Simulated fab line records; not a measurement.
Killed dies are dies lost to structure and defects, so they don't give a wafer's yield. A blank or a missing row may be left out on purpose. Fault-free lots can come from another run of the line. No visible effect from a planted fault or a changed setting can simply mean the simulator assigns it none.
Which tool is to blame? + flow nandHarc + 24 lots, 72 wafers sampled, at 6 steps of a route of 1159

== WHAT THE GAUGES READ, wafer by wafer ==
NHARC_A_M1_INSPECT_27.
| lot  | measured     | on               | rawDefectCount |
|------|--------------|------------------|----------------|
| L075 | day 17 18:07 | defectInspect-01 | 512 580 403    |
| L074 | day 18 03:20 | defectInspect-01 | 529 413 455    |
| L077 | day 18 11:46 | defectInspect-01 | 379 518 365    |
| L076 | day 18 17:34 | defectInspect-01 | 349 440 289    |
| L078 | day 18 20:46 | defectInspect-01 | 541 427 436    |
| L080 | day 19 01:23 | defectInspect-01 | 471 539 423    |
| L079 | day 19 02:02 | defectInspect-01 | 336 405 298    |
| L083 | day 19 12:50 | defectInspect-01 | 488 697 397    |
| L082 | day 19 18:54 | defectInspect-01 | 333 391 572    |
| L081 | day 20 01:16 | defectInspect-01 | 1241 598 565   |
| L085 | day 20 02:44 | defectInspect-01 | 679 391 470    |
| L084 | day 20 05:30 | defectInspect-02 | 649 548 384    |
| L088 | day 20 12:27 | defectInspect-01 | 311 393 333    |
| L087 | day 20 16:44 | defectInspect-01 | 368 314 282    |
| L090 | day 21 05:33 | defectInspect-01 | 479 544 510    |
| L086 | day 21 07:06 | defectInspect-02 | 479 417 462    |
| L089 | day 21 09:02 | defectInspect-02 | 339 447 529    |
| L091 | day 22 07:11 | defectInspect-02 | 1019 715 902   |
| L092 | day 22 08:32 | defectInspect-02 | 410 533 358    |
| L093 | day 22 09:00 | defectInspect-02 | 810 476 958    |
| L096 | day 23 08:58 | defectInspect-02 | 582 624 509    |
| L094 | day 23 13:52 | defectInspect-01 | 410 505 473    |
| L095 | day 23 14:28 | defectInspect-02 | 331 333 282    |
| L097 | day 23 20:58 | defectInspect-01 | 705 429 522    |

== TOOL THAT RAN EACH LOT (tool first, then ch and the chambers of the sampled wafers, then the start) ==
| lot  | NHARC_A_CONTACT_CVD_19                  | NHARC_A_BLC_STRIP_29              | NHARC_A_M0_DESCUM_14              | NHARC_A_M1_DEGAS_29         | NHARC_A_M1_PVD_20                      |
|------|-----------------------------------------|-----------------------------------|-----------------------------------|-----------------------------|----------------------------------------|
| L075 | cvdW-02 ch 0,1, day 17 03:42 or earlier | rieDiel-08 ch 1,2, day 17 03:42   | rieDiel-09 ch 0,2,3, day 17 11:23 | pvdSputter-01, day 17 16:34 | pvdSputter-01, day 17 18:07 or earlier |
| L074 | cvdW-01 ch 0,1, day 17 13:10 or earlier | rieDiel-11 ch 0,1,3, day 17 13:10 | rieDiel-05 ch 0,2, day 17 20:17   | pvdSputter-02, day 18 01:43 | pvdSputter-02, day 18 03:20 or earlier |
| L077 | cvdW-01 ch 0,1, day 17 22:57 or earlier | rieDiel-03 ch 0,1,2, day 17 22:57 | rieDiel-05 ch 0,1, day 18 04:55   | pvdSputter-02, day 18 10:13 | pvdSputter-02, day 18 11:46 or earlier |
| L076 | cvdW-02 ch 0,1, day 18 01:55 or earlier | rieDiel-08 ch 1,3, day 18 01:55   | rieDiel-05 ch 0,2, day 18 10:32   | pvdSputter-01, day 18 16:02 | pvdSputter-01, day 18 17:34 or earlier |
| L078 | cvdW-02 ch 0, day 18 06:28 or earlier   | rieDiel-03 ch 1,2,3, day 18 06:28 | rieDiel-05 ch 0,2,3, day 18 14:02 | pvdSputter-01, day 18 19:13 | pvdSputter-01, day 18 20:46 or earlier |
| L080 | cvdW-02 ch 0,1, day 18 14:18 or earlier | rieDiel-03 ch 1,2,3, day 18 14:18 | rieDiel-05 ch 0,2,3, day 18 18:37 | pvdSputter-03, day 18 23:51 | pvdSputter-03, day 19 01:23 or earlier |
| L079 | cvdW-02 ch 0,1, day 18 15:30 or earlier | rieDiel-08 ch 0,1,3, day 18 15:30 | rieDiel-09 ch 1,2,3, day 18 18:55 | pvdSputter-01, day 19 00:12 | pvdSputter-01, day 19 02:02 or earlier |
| L083 | cvdW-01 ch 0,1, day 19 03:01 or earlier | rieDiel-03 ch 1,2,3, day 19 03:01 | rieDiel-01 ch 0,2,3, day 19 06:01 | pvdSputter-02, day 19 11:15 | pvdSputter-02, day 19 12:50 or earlier |
| L082 | cvdW-02 ch 0,1, day 19 04:58 or earlier | rieDiel-03 ch 1,3, day 19 04:58   | rieDiel-05 ch 0,1, day 19 12:07   | pvdSputter-03, day 19 17:11 | pvdSputter-03, day 19 18:54 or earlier |
| L081 | cvdW-02 ch 0, day 19 13:35 or earlier   | rieDiel-11 ch 1,3, day 19 13:35   | rieDiel-05 ch 1,2, day 19 18:25   | pvdSputter-03, day 19 23:43 | pvdSputter-03, day 20 01:16 or earlier |
| L085 | cvdW-02 ch 0,1, day 19 17:04 or earlier | rieDiel-03 ch 1,2,3, day 19 17:04 | rieDiel-09 ch 1,2,3, day 19 20:06 | pvdSputter-03, day 20 01:11 | pvdSputter-03, day 20 02:44 or earlier |
| L084 | cvdW-01 ch 0,1, day 19 18:59 or earlier | rieDiel-11 ch 0,1,2, day 19 18:59 | rieDiel-05 ch 0,2,3, day 19 22:10 | pvdSputter-02, day 20 03:56 | pvdSputter-02, day 20 05:30 or earlier |
| L088 | cvdW-01 ch 0,1, day 20 02:53 or earlier | rieDiel-03 ch 0,1,2, day 20 02:53 | rieDiel-05 ch 1,2,3, day 20 05:46 | pvdSputter-01, day 20 10:54 | pvdSputter-01, day 20 12:27 or earlier |
| L087 | cvdW-02 ch 0,1, day 20 06:59 or earlier | rieDiel-11 ch 0,2, day 20 06:59   | rieDiel-05 ch 0,2, day 20 10:02   | pvdSputter-02, day 20 15:11 | pvdSputter-02, day 20 16:44 or earlier |
| L090 | cvdW-01 ch 0,1, day 20 19:52 or earlier | rieDiel-11 ch 0,1,2, day 20 19:52 | rieDiel-01 ch 1,2,3, day 20 22:52 | pvdSputter-03, day 21 03:59 | pvdSputter-03, day 21 05:33 or earlier |
| L086 | cvdW-02 ch 0, day 20 21:32 or earlier   | rieDiel-03 ch 1,2,3, day 20 21:32 | rieDiel-01 ch 2,3, day 21 00:25   | pvdSputter-01, day 21 05:32 | pvdSputter-01, day 21 07:06 or earlier |
| L089 | cvdW-01 ch 0,1, day 20 22:53 or earlier | rieDiel-11 ch 0,1,2, day 20 22:53 | rieDiel-09 ch 1,2,3, day 21 02:12 | pvdSputter-02, day 21 07:26 | pvdSputter-02, day 21 09:02 or earlier |
| L091 | cvdW-02 ch 0,1, day 21 20:53 or earlier | rieDiel-08 ch 1,2, day 21 20:53   | rieDiel-09 ch 2,3, day 22 00:33   | pvdSputter-03, day 22 05:38 | pvdSputter-03, day 22 07:11 or earlier |
| L092 | cvdW-02 ch 0,1, day 21 21:46 or earlier | rieDiel-08 ch 1,2, day 21 21:46   | rieDiel-09 ch 0,1,2, day 22 01:35 | pvdSputter-02, day 22 06:43 | pvdSputter-02, day 22 08:32 or earlier |
| L093 | cvdW-01 ch 0,1, day 21 21:58 or earlier | rieDiel-11 ch 2,3, day 21 21:58   | rieDiel-09 ch 2,3, day 22 02:04   | pvdSputter-01, day 22 07:26 | pvdSputter-01, day 22 09:00 or earlier |
| L096 | cvdW-02 ch 0,1, day 22 20:51 or earlier | rieDiel-08 ch 1,2,3, day 22 20:51 | rieDiel-01 ch 0,2,3, day 23 02:16 | pvdSputter-02, day 23 07:25 | pvdSputter-02, day 23 08:58 or earlier |
| L094 | cvdW-01 ch 0,1, day 23 01:08 or earlier | rieDiel-08 ch 1,2,3, day 23 01:08 | rieDiel-09 ch 0,1,2, day 23 06:54 | pvdSputter-01, day 23 12:09 | pvdSputter-01, day 23 13:52 or earlier |
| L095 | cvdW-02 ch 0,1, day 23 01:53 or earlier | rieDiel-03 ch 1,2,3, day 23 01:53 | rieDiel-09 ch 0,2,3, day 23 07:29 | pvdSputter-02, day 23 12:37 | pvdSputter-02, day 23 14:28 or earlier |
| L097 | cvdW-01 ch 0,1, day 23 08:56 or earlier | rieDiel-08 ch 0,1, day 23 08:56   | rieDiel-09 ch 0,2,3, day 23 14:04 | pvdSputter-01, day 23 19:25 | pvdSputter-01, day 23 20:58 or earlier |
- NHARC_A_CONTACT_CVD_19: deposits W, target thk 300 nm, time 802 s.
- NHARC_A_BLC_STRIP_29: strips in CF4.
- NHARC_A_M0_DESCUM_14: chemistry O2, time 3 s.
- NHARC_A_M1_DEGAS_29: time 60 s.
- NHARC_A_M1_PVD_20: deposits TaN, target thk 5 nm, time 8.06 s.

== AS READ BY THE TOOLS THEMSELVES (means over the sampled wafers that have a number; for cases with no such wafer, the mark the record gives instead) ==
NHARC_A_CONTACT_CVD_19.
| lot  | tool    | heaterPowerW (W) | throttleValvePct (%) |
|------|---------|------------------|----------------------|
| L075 | cvdW-02 | 496              | 8.63                 |
| L074 | cvdW-01 | 528              | 8.06                 |
| L077 | cvdW-01 | 524              | 8.33                 |
| L076 | cvdW-02 | 492              | 8.40                 |
| L078 | cvdW-02 | 482              | 8.60                 |
| L080 | cvdW-02 | 523              | 8.11                 |
| L079 | cvdW-02 | 493              | 8.47                 |
| L083 | cvdW-01 | 534              | 8.26                 |
| L082 | cvdW-02 | 512              | 8.38                 |
| L081 | cvdW-02 | 481              | 8.62                 |
| L085 | cvdW-02 | 499              | 8.47                 |
| L084 | cvdW-01 | 532              | 8.10                 |
| L088 | cvdW-01 | 521              | 8.15                 |
| L087 | cvdW-02 | 496              | 8.44                 |
| L090 | cvdW-01 | 528              | 7.95                 |
| L086 | cvdW-02 | 470              | 8.67                 |
| L089 | cvdW-01 | 498              | 8.36                 |
| L091 | cvdW-02 | 507              | 8.50                 |
| L092 | cvdW-02 | 512              | 8.44                 |
| L093 | cvdW-01 | 476              | 8.11                 |
| L096 | cvdW-02 | 495              | 8.57                 |
| L094 | cvdW-01 | 514              | 7.85                 |
| L095 | cvdW-02 | 519              | 8.34                 |
| L097 | cvdW-01 | 512              | 8.16                 |

NHARC_A_BLC_STRIP_29.
| lot  | tool       | drypumpMotorCurrentA (A) | oesProductAu (a.u.) | rfVppV (V) | showerheadPlenumPTorr (Torr) | throttleValvePct (%) |
|------|------------|--------------------------|---------------------|------------|------------------------------|----------------------|
| L075 | rieDiel-08 | 5.8                      | 1.015               | 59.1       | 1.74                         | 13.276               |
| L074 | rieDiel-11 | 5.7                      | 0.994               | 58.9       | 1.73                         | 13.291               |
| L077 | rieDiel-03 | 5.6                      | 1.006               | 59.3       | 1.80                         | 13.277               |
| L076 | rieDiel-08 | 5.7                      | 1.006               | 59.0       | 1.83                         | 13.280               |
| L078 | rieDiel-03 | 5.8                      | 1.001               | 59.6       | 1.80                         | 13.290               |
| L080 | rieDiel-03 | 5.8                      | 0.999               | 59.4       | 1.80                         | 13.289               |
| L079 | rieDiel-08 | 5.5                      | 1.001               | 59.7       | 1.76                         | 13.287               |
| L083 | rieDiel-03 | 5.8                      | 1.007               | 59.9       | 1.80                         | 13.283               |
| L082 | rieDiel-03 | 5.2                      | 1.007               | 59.8       | 1.82                         | 13.274               |
| L081 | rieDiel-11 | 5.7                      | 0.998               | 58.5       | 1.70                         | 13.275               |
| L085 | rieDiel-03 | 5.8                      | 1.012               | 59.5       | 1.80                         | 13.273               |
| L084 | rieDiel-11 | 5.9                      | 0.999               | 59.4       | 1.73                         | 13.282               |
| L088 | rieDiel-03 | 5.6                      | 1.002               | 60.3       | 1.80                         | 13.296               |
| L087 | rieDiel-11 | 6.2                      | 0.994               | 59.7       | 1.77                         | 13.281               |
| L090 | rieDiel-11 | 5.9                      | 1.004               | 59.1       | 1.73                         | 13.280               |
| L086 | rieDiel-03 | 5.8                      | 1.005               | 59.6       | 1.79                         | 13.293               |
| L089 | rieDiel-11 | 5.9                      | 0.999               | 59.1       | 1.73                         | 13.281               |
| L091 | rieDiel-08 | 5.8                      | 1.011               | 59.8       | 1.74                         | 13.287               |
| L092 | rieDiel-08 | 5.9                      | 1.011               | 59.6       | 1.80                         | 13.284               |
| L093 | rieDiel-11 | 6.1                      | 0.991               | 59.0       | 1.74                         | 13.285               |
| L096 | rieDiel-08 | 5.6                      | 0.997               | 59.6       | 1.77                         | 13.287               |
| L094 | rieDiel-08 | 5.6                      | 1.010               | 59.1       | 1.77                         | 13.296               |
| L095 | rieDiel-03 | 5.8                      | 1.004               | 60.2       | 1.79                         | 13.289               |
| L097 | rieDiel-08 | 5.7                      | 0.987               | 59.3       | 1.72                         | 13.285               |

NHARC_A_M0_DESCUM_14.
| lot  | tool       | drypumpMotorCurrentA (A) | o2FlowSccm (sccm) | oesProductAu (a.u.) | rfVppV (V) | showerheadPlenumPTorr (Torr) | throttleValvePct (%) |
|------|------------|--------------------------|-------------------|---------------------|------------|------------------------------|----------------------|
| L075 | rieDiel-09 | 6.0                      | 199.7             | 1.001               | 58.6       | 2.02                         | 11.311               |
| L074 | rieDiel-05 | 5.7                      | 200.6             | 1.013               | 57.4       | 1.82                         | 11.303               |
| L077 | rieDiel-05 | 5.4                      | 200.0             | 1.011               | 57.6       | 1.90                         | 11.312               |
| L076 | rieDiel-05 | 5.7                      | 199.6             | 1.010               | 58.1       | 1.86                         | 11.306               |
| L078 | rieDiel-05 | 5.9                      | 199.7             | 1.022               | 57.6       | 1.89                         | 11.308               |
| L080 | rieDiel-05 | 5.9                      | 200.1             | 1.011               | 57.4       | 1.89                         | 11.307               |
| L079 | rieDiel-09 | 6.3                      | 200.0             | 1.003               | 58.2       | 2.02                         | 11.314               |
| L083 | rieDiel-01 | 5.8                      | 200.5             | 0.989               | 58.2       | 1.86                         | 11.313               |
| L082 | rieDiel-05 | 5.6                      | 200.0             | 1.010               | 58.1       | 1.90                         | 11.315               |
| L081 | rieDiel-05 | 5.5                      | 200.0             | 1.021               | 56.7       | 1.83                         | 11.316               |
| L085 | rieDiel-09 | 6.3                      | 200.0             | 0.993               | 57.7       | 2.02                         | 11.307               |
| L084 | rieDiel-05 | 5.9                      | 200.2             | 1.011               | 57.6       | 1.89                         | 11.305               |
| L088 | rieDiel-05 | 5.7                      | 200.1             | 1.019               | 57.3       | 1.90                         | 11.315               |
| L087 | rieDiel-05 | 5.7                      | 200.3             | 1.026               | 57.7       | 1.86                         | 11.307               |
| L090 | rieDiel-01 | 5.7                      | 200.2             | 0.997               | 57.2       | 1.88                         | 11.310               |
| L086 | rieDiel-01 | 5.9                      | 200.5             | 0.997               | 58.1       | 1.83                         | 11.308               |
| L089 | rieDiel-09 | 6.3                      | 199.8             | 1.007               | 58.2       | 2.02                         | 11.315               |
| L091 | rieDiel-09 | 6.1                      | 199.9             | 1.021               | 57.9       | 2.04                         | 11.317               |
| L092 | rieDiel-09 | 6.3                      | 199.9             | 1.000               | 58.2       | 2.00                         | 11.302               |
| L093 | rieDiel-09 | 6.0                      | 199.8             | 1.015               | 57.9       | 2.04                         | 11.314               |
| L096 | rieDiel-01 | 5.8                      | 199.5             | 1.010               | 57.0       | 1.86                         | 11.316               |
| L094 | rieDiel-09 | 6.3                      | 200.1             | 0.998               | 57.9       | 2.00                         | 11.309               |
| L095 | rieDiel-09 | 6.1                      | 200.2             | 1.010               | 57.5       | 2.02                         | 11.318               |
| L097 | rieDiel-09 | 6.0                      | 200.1             | 0.999               | 58.3       | 2.02                         | 11.310               |

NHARC_A_M1_DEGAS_29.
| lot  | tool          | heaterPowerW (W) |
|------|---------------|------------------|
| L075 | pvdSputter-01 | 320              |
| L074 | pvdSputter-02 | 324              |
| L077 | pvdSputter-02 | 326              |
| L076 | pvdSputter-01 | 319              |
| L078 | pvdSputter-01 | 316              |
| L080 | pvdSputter-03 | 325              |
| L079 | pvdSputter-01 | 330              |
| L083 | pvdSputter-02 | 324              |
| L082 | pvdSputter-03 | 314              |
| L081 | pvdSputter-03 | 334              |
| L085 | pvdSputter-03 | 324              |
| L084 | pvdSputter-02 | 321              |
| L088 | pvdSputter-01 | 320              |
| L087 | pvdSputter-02 | 326              |
| L090 | pvdSputter-03 | 326              |
| L086 | pvdSputter-01 | 349              |
| L089 | pvdSputter-02 | 333              |
| L091 | pvdSputter-03 | 330              |
| L092 | pvdSputter-02 | 316              |
| L093 | pvdSputter-01 | 305              |
| L096 | pvdSputter-02 | 322              |
| L094 | pvdSputter-01 | 325              |
| L095 | pvdSputter-02 | 320              |
| L097 | pvdSputter-01 | 343              |

NHARC_A_M1_PVD_20.
| lot  | tool          | throttleValvePct (%) |
|------|---------------|----------------------|
| L075 | pvdSputter-01 | 30.0                 |
| L074 | pvdSputter-02 | 29.3                 |
| L077 | pvdSputter-02 | 28.8                 |
| L076 | pvdSputter-01 | 28.6                 |
| L078 | pvdSputter-01 | 28.7                 |
| L080 | pvdSputter-03 | 29.0                 |
| L079 | pvdSputter-01 | 29.2                 |
| L083 | pvdSputter-02 | 28.7                 |
| L082 | pvdSputter-03 | 30.4                 |
| L081 | pvdSputter-03 | 31.0                 |
| L085 | pvdSputter-03 | 30.3                 |
| L084 | pvdSputter-02 | 29.1                 |
| L088 | pvdSputter-01 | 29.3                 |
| L087 | pvdSputter-02 | 29.1                 |
| L090 | pvdSputter-03 | 30.9                 |
| L086 | pvdSputter-01 | 30.0                 |
| L089 | pvdSputter-02 | 29.2                 |
| L091 | pvdSputter-03 | 31.6                 |
| L092 | pvdSputter-02 | 29.1                 |
| L093 | pvdSputter-01 | 29.6                 |
| L096 | pvdSputter-02 | 29.1                 |
| L094 | pvdSputter-01 | 29.3                 |
| L095 | pvdSputter-02 | 28.6                 |
| L097 | pvdSputter-01 | 29.4                 |

== THE ANSWER, worked out from the rows above alone ==
Rule: the usual values come from the lots themselves. Put in order of their means at a reading, lots are off if they are a third of the lots or fewer, leave a main group of 4 or more, and stand apart from it by a gap of 3 or more times the standard deviation of the main group's means; of several such gaps the widest counts. The tables above print the reading to a certain number of digits; a main group whose means all agree to those digits is not used. Also off: a lot with no number at a reading for which 4 or more lots have one. All remaining lots with rows at the step are treated as sound. Order of review: gauges by route order, followed by the tools' own readings, for which a lot's mean as printed above is used. The first step at which some lot is off is used, and at that step the reading that is off furthest; a lot without a number counts as furthest.
Nothing can be told from this: no lot is off at any reading shown.

== WHAT THE SIMULATOR HAD PUT IN ==
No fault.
